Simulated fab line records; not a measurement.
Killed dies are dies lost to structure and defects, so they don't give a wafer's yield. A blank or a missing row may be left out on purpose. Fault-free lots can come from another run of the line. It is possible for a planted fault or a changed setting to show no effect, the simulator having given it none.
Matching of chambers    flow n5Finfet    uvCure-01 running N5_BEOL_M9_CURE_72: 3 sister chambers
The step cures SiCOH lowk, time 120 s. 6 wafers are shown with their chamber, then 10 later ones without.

## WAFERS PAIRED WITH THEIR CHAMBERS
wafer   chamber  wafer_temp_C_max  lampPowerPct (%)
L079.3  2        371.6             52.29
L079.5  2        371.6             52.26
L080.2  1        371.9             52.34
L080.4  1        371.8             52.40
L083.1  0        372.5             52.25
L083.2  0        372.4             52.37

## WAFERS WITH NO CHAMBER GIVEN
wafer   wafer_temp_C_max  lampPowerPct (%)
L083.4  372.2             52.21
L086.2  372.7             52.32
L086.3  373.0             52.41
L086.4  372.7             52.28
L087.2  371.9             52.24
L087.4  371.8             52.23
L087.6  372.0             52.32
L090.1  372.2             52.24
L090.3  373.4             52.31
L090.5  372.6             52.31

## WHICH CHAMBER EACH WENT THROUGH
wafer    from the rows above       in truth
L083.4   0                         0
L086.2   0                         0
L086.3   0                         0
L086.4   0                         0
L087.2   1                         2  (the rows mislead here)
L087.4   can't be placed: 1 or 2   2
L087.6   1                         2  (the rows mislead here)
L090.1   can't be placed: 0 or 1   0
L090.3   0                         0
L090.5   0                         0
Correctly placed: 6 of 10. Can't be placed from these rows: 2 (the true chamber is among the candidates in 2). Wrongly placed: 2.
How it was worked out, from the rows above alone: a wafer's distance from a chamber is the root of the sum, over the readings, of the square of ((its reading less the chamber's mean) divided by the reading's scatter). The wafer belongs to the nearest chamber; if the next one is less than 2 further off, it can't be placed. The mean given for a chamber averages the wafers shown for that chamber. The scatter: take each reading less its chamber's mean, square it, sum over the shown wafers, divide by the number of wafers less the number of chambers, and take the root.
